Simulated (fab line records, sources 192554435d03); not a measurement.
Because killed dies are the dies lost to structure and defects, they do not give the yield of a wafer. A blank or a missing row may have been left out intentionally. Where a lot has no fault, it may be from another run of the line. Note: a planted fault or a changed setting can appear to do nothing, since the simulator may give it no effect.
Matching of chambers | flow n5-finfet | rie-diel-03 running N5_BEOL_M15_ETCH_57: 4 sister chambers
The step etches SOC in N2/H2, time 750 s. 8 wafers are shown with their chamber, then 8 later ones without.

WAFERS WITH THEIR CHAMBER
wafer  | chamber | showerhead-plenum-p-Torr (Torr) | oes-product-au (a.u.)
L078.1 | 0       | 2.49                            | 0.90
L080.4 | 1       | 2.49                            | 0.71
L086.3 | 0       | 2.48                            | 0.87
L086.4 | 1       | 2.49                            | 0.71
L086.6 | 3       | 2.62                            | 0.70
L088.4 | 3       | 2.62                            | 0.67
L088.6 | 2       | 2.59                            | 0.87
L092.2 | 2       | 2.59                            | 0.88

WAFERS WHOSE CHAMBER IS MISSING
wafer  | showerhead-plenum-p-Torr (Torr) | oes-product-au (a.u.)
L092.3 | 2.62                            | 0.69
L092.5 | 2.62                            | 0.69
L093.2 | 2.58                            | 0.87
L093.5 | 2.62                            | 0.69
L093.6 | 2.48                            | 0.84
L096.3 | 2.48                            | 0.85
L096.5 | 2.61                            | 0.67
L096.6 | 2.48                            | 0.84

THE CHAMBER EACH PASSED THROUGH
wafer  | from the rows above | in truth
L092.3 | 3                   | 3
L092.5 | 3                   | 3
L093.2 | 2                   | 2
L093.5 | 3                   | 3
L093.6 | 0                   | 0
L096.3 | 0                   | 0
L096.5 | 3                   | 3
L096.6 | 0                   | 0
8 of 8 placed correctly. Number that these rows cannot place: 0. Placed wrongly: 0.
How it was worked out, from the rows above alone: a wafer's distance from a chamber is the root of the sum, over the readings, of the square of ((its reading less the chamber's mean) divided by the reading's scatter). The wafer belongs to the nearest chamber; if the next one is less than 2 further off, it can't be placed. Each chamber's mean is taken over the wafers shown for it. The scatter: the root of (the sum of the squares of (reading less its chamber's mean) over the shown wafers, divided by (wafers less chambers)).
